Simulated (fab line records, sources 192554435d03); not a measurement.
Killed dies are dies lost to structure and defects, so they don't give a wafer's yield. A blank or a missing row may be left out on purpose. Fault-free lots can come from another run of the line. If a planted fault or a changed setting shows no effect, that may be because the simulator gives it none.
Split-lot experiment	flow n5_finfet	39 wafers read across 7 lots, on a route 1938 steps long

== THE SPLIT ==
At N5_BEOL_M0_SAQP_ETCH_106 (etches SOC in N2/H2, stops on SiNx, target depth 150 nm), the setting target_depth_a was moved away from the recipe's 1500 angstrom on 6 of the 39 wafers read, by -37.3% to -35.4%. For the rest of the wafers, this setting stayed at what the recipe calls for.

Split to reading: the file shows no intervening step.

== THE READING ==
SOC_of_BEOL_M0_SAQP_COAT_105.thk_nm (the simulator's own value, which no gauge read), in nm, at N5_BEOL_M0_SAQP_ETCH_107 (etches SiNx in CH3F/O2, target depth 30 nm). The file does not state a usual value for it. The 33 wafers here that ran the recipe average 12.8 nm, standard deviation 1.8 nm.

wafer	tool, chamber at the split	target_depth_a as run, angstrom	against the recipe	SOC_of_BEOL_M0_SAQP_COAT_105.thk_nm, nm	against lot-mates on the recipe
L078.1	rie_diel-06, 2	1500	recipe	11.6	-
L078.6	rie_diel-06, 2	1500	recipe	11.6	-
L078.2	rie_diel-06, 1	1500	recipe	8.4	-
L078.3	rie_diel-06, 0,3	1500	recipe	13.2	-
L078.4	rie_diel-06, 0,3	1500	recipe	13.4	-
L078.5	rie_diel-06, 3	1500	recipe	12.8	-
L083.1	rie_diel-02, 0	1500	recipe	12	-
L083.2	rie_diel-02, 1	1500	recipe	15.8	-
L083.6	rie_diel-02, 1	1500	recipe	15.8	-
L083.3	rie_diel-02, 2	1500	recipe	14	-
L083.4	rie_diel-02, 3	1500	recipe	14.6	-
L083.5	rie_diel-02, 2	1500	recipe	13.8	-
L086.1	rie_diel-02, 2	1500	recipe	12.4	-
L086.4	rie_diel-02, 2	1500	recipe	12.4	-
L086.2	rie_diel-02, 1	1500	recipe	15	-
L086.3	rie_diel-02, 0	1500	recipe	9.8	-
L086.5	rie_diel-02, 0	1500	recipe	10.6	-
L086.6	rie_diel-02, 1	1500	recipe	14.4	-
L088.1	rie_diel-02, 0	1500	recipe	11	-
L088.5	rie_diel-02, 0	1500	recipe	11	-
L088.2	rie_diel-02, 2	1500	recipe	12.4	-
L088.3	rie_diel-02, 1	1500	recipe	14.6	-
L088.6	rie_diel-02, 1	1500	recipe	14.6	-
L088.4	rie_diel-02, 2	1500	recipe	12.6	-
L092.1	rie_diel-02, 3	1500	recipe	12.4	-
L092.2	rie_diel-02, 0	1500	recipe	11.2	-
L092.3	rie_diel-02, 2	1500	recipe	12.2	-
L092.4	rie_diel-02, 3	969.5	-35.4%	39.8	+27.9
L092.5	rie_diel-02, 2	969.5	-35.4%	39.4	+27.5
L092.6	rie_diel-02, 0	969.5	-35.4%	38.2	+26.3
L094.2	rie_diel-02, 0	1500	recipe	11.2	-
L094.3	rie_diel-02, 3	1500	recipe	12.8	-
L094.6	rie_diel-02, 0	1500	recipe	10.6	-
L096.1	rie_diel-04, 3	1500	recipe	15.8	-
L096.2	rie_diel-04, 1	1500	recipe	15	-
L096.3	rie_diel-04, 2	941.1	-37.3%	39.4	+24.2
L096.6	rie_diel-04, 2	941.1	-37.3%	39.4	+24.2
L096.4	rie_diel-04, 1	1500	recipe	14.8	-
L096.5	rie_diel-04, 3	941.1	-37.3%	43	+27.8
If several chambers appear in one row, that row covers several wafers at once and the file leaves open which wafer was in which chamber.

FIT RESULTS
A straight line over all 39 wafers: SOC_of_BEOL_M0_SAQP_COAT_105.thk_nm changes by -0.744 nm for each +1% of target_depth_a; r = -0.98; the points scatter about the line by 1.8 nm.
The same after taking each lot's own level away (the mean of its wafers on the recipe; 39 wafers): -0.723 nm for each +1%; r = -0.99; scatter 1.6 nm.
According to that fit, moving target_depth_a by its largest amount changes the reading by 27 nm.
The lots' own levels span 11.53 to 15.20 nm, that is 2.0 times the standard deviation above.
Hence the lot-to-lot level has little effect on the slope; both slopes agree.
Check: with one of the wafers moved furthest among these (-37.3%) left out of the fit, the line predicts +27.5 nm for it against its lot-mates. It came out at +24.2 nm against them.

== FURTHER SPLITS ON THESE WAFERS ==
Note: prior to the reading, these wafers also went through further splits. Each is held against what the fit with the lots' levels taken away leaves over:
other split on the same wafers	wafers away from the commonest value	r with SOC_of_BEOL_M0_SAQP_COAT_105.thk_nm (lot level and that fit taken away)
N5_STI_FIN_REVEAL_ETCHBACK_08 time_s	12	+0.10
N5_SD_EPI_N_EPI_21 time_s	15	+0.25

== THE WHOLE CHAIN: every reading that the file lists as answering this split, in the file's order ==
step	what it does	reading	change (the file's fit)	r (the file's)
N5_BEOL_M0_SAQP_ETCH_106	etches SOC in N2/H2, stops on SiNx, target depth 150 nm	SOC_of_BEOL_M0_SAQP_COAT_105.thk_nm (the simulator's own value, which no gauge read)	-0.727 nm for each +1% of the setting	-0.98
N5_BEOL_M0_SAQP_ETCH_107	etches SiNx in CH3F/O2, target depth 30 nm	SOC_of_BEOL_M0_SAQP_COAT_105.thk_nm (the simulator's own value, which no gauge read)	-0.723 nm for each +1% of the setting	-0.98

== FILE'S OWN FIT ==
SOC_of_BEOL_M0_SAQP_COAT_105.thk_nm changes by -0.723 nm for each +1% of target_depth_a, r = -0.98.
